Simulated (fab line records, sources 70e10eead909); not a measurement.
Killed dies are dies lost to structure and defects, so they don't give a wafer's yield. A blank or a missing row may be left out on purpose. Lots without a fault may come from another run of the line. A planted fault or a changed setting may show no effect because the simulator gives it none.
Chamber matching | flow nand_harc | NHARC_A_STAIRCASE_DESCUM_312 on rie_diel-12: 4 sister chambers
The step chemistry O2, time 3 s. 4 wafers are shown with their chamber, then 8 later ones without.

WAFERS WITH THEIR CHAMBER
wafer  | chamber | drypump_motor_current_A (A)
L084.1 | 0       | 5.8
L084.5 | 3       | 4.7
L088.4 | 1       | 6.0
L089.4 | 2       | 5.5

WAFERS WITHOUT THEIR CHAMBER
wafer  | drypump_motor_current_A (A)
L089.5 | 5.4
L089.6 | 4.7
L093.1 | 4.7
L093.2 | 5.5
L093.3 | 6.0
L092.1 | 6.0
L092.3 | 5.4
L092.5 | 6.0

WHICH CHAMBER EACH WENT THROUGH
wafer  | from the rows above | in truth
L089.5 | 2                   | 2
L089.6 | 3                   | 3
L093.1 | 3                   | 3
L093.2 | 2                   | 2
L093.3 | 1                   | 1
L092.1 | 1                   | 1
L092.3 | 2                   | 2
L092.5 | 1                   | 1
Placed correctly: 8 of 8. Can't be placed from these rows: 0. Placed wrongly: 0.
How it was worked out, from the rows above alone: a wafer's distance from a chamber is the root of the sum, over the readings, of the square of ((its reading less the chamber's mean) divided by the reading's scatter). The wafer belongs to the nearest chamber; if the next one is less than 2 further off, it can't be placed. A chamber's mean is the mean of its shown wafers. The scatter: with one shown wafer a chamber, the root of the mean of the squares of how far each hidden wafer lies from its nearest shown one.
